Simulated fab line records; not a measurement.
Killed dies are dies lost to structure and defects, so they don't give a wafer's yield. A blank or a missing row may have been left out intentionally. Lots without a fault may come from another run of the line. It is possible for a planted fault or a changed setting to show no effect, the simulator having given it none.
Code-filled problem report in 8D (eight disciplines) form	flow n5_finfet	the parts of the form that need people (team, actions taken, sign-off) are left out

== 1. THE ISSUE ==
N5_FIN_SAQP_THK_MEAS_07, thk_nm: mean 72.6 nm over 1 wafer from 1 lot; wafers with no fault: 59.9 nm, standard deviation 1. Relative to the usual mean, that is a shift of +13 standard deviations.
First seen on wafer L791.4, day 5 15:12, on film_metro-02. The record holds 9 wafers of 3 lots with a number at this step. Rule for "out" (also "out of limits"): further than 4 standard deviations from the usual mean. The other wafers with a number count as sound.

== 2. WHAT IT IS AND WHAT IT IS NOT ==
question	is	is not
which readings at this step	thk_nm	-
which lots	L791	L778, L794
which wafers of those lots	L791.4	L791.1, L791.5
read on which gauges	film_metro-02	-
when	from day 5 15:12	up to then (5 sound wafers); but 3 sound wafers of L794 came after

== 3. WHAT RULES OUT EACH SUSPECT ==
Counting: any tool at a process step up to the reading remains a suspect provided it ran every lot that is out. Sound lots after the first of them don't rule it out here, since some wafers of a struck lot are sound.
- the gauge at N5_FIN_SAQP_THK_MEAS_07 is ruled out. All the wafers that are out were read on film_metro-02, but those of them that N5_FIN_SAQP_MANDREL_ETCH_22 has rows for are out there too, on other tools.
- pecvd-03 at N5_FIN_SAQP_PECVD_06 (deposits a-Si from SiH4/He, target thk 60 nm, time 48.1 s): kept. It processed L791, the lot that is out, at day 5 15:07, and its most recent sound lot before then was L778 at day 2 09:15.
- Within pecvd-03 at N5_FIN_SAQP_PECVD_06, the wafers that are out were processed in chamber 2 and their sound lot-mates in chamber 1.
The count leaves pecvd-03 at N5_FIN_SAQP_PECVD_06.

== 4. THE CAUSE (what the simulator had put in) ==
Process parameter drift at N5_FIN_SAQP_PECVD_06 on pecvd-03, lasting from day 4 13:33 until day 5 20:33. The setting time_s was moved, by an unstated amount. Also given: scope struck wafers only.
Counting left only this tool.

== 5. SEQUENCE OF EFFECTS, ordered by route ==
Each row: a reading where the mean over the struck wafers with a number is more than 3 standard deviations away from the usual. Only readings whose record carries a usual standard deviation are examined. hours: median over the lots of the time between each lot's start at the first step of this table that gives one and its start at this step. sigmas: the change, counted in usual standard deviations.
hours	step	reading	usual	on struck wafers	change	sigmas
0	N5_FIN_SAQP_THK_MEAS_07	thk_nm	59.9 nm	72.6	+12.7	+13
1	N5_FIN_SAQP_MANDREL_ETCH_22	oes_product_au	0.765 a.u.	0.859	+0.094	+5.5
Process steps it contains:
- N5_FIN_SAQP_MANDREL_ETCH_22: etches a-Si in HBr/Cl2, stops on SiNx, target depth 60 nm, bt time 10 s, time 30 s.
At these later measuring or inspecting steps, every struck wafer for which the step has a row has a number for every such reading, and none has moved that far: N5_BEOL_M4_RC_MEAS_101.

== 6. WHAT WOULD HAVE CAUGHT IT SOONER ==
26 hours passed between the start of the fault at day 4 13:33 and the first reading out of limits at a measuring or inspecting step in this record, taken at day 5 15:12.
No tool reading at N5_FIN_SAQP_PECVD_06 that has a usual standard deviation in the record was out on any struck wafer, so an alarm limit of 4 standard deviations on those readings would not have fired.
The start of N5_FIN_SAQP_PECVD_06 on pecvd-03 came by day 5 15:12 for every one of the lots that are out (1). Tool hold at that time: it would have spared none of them.
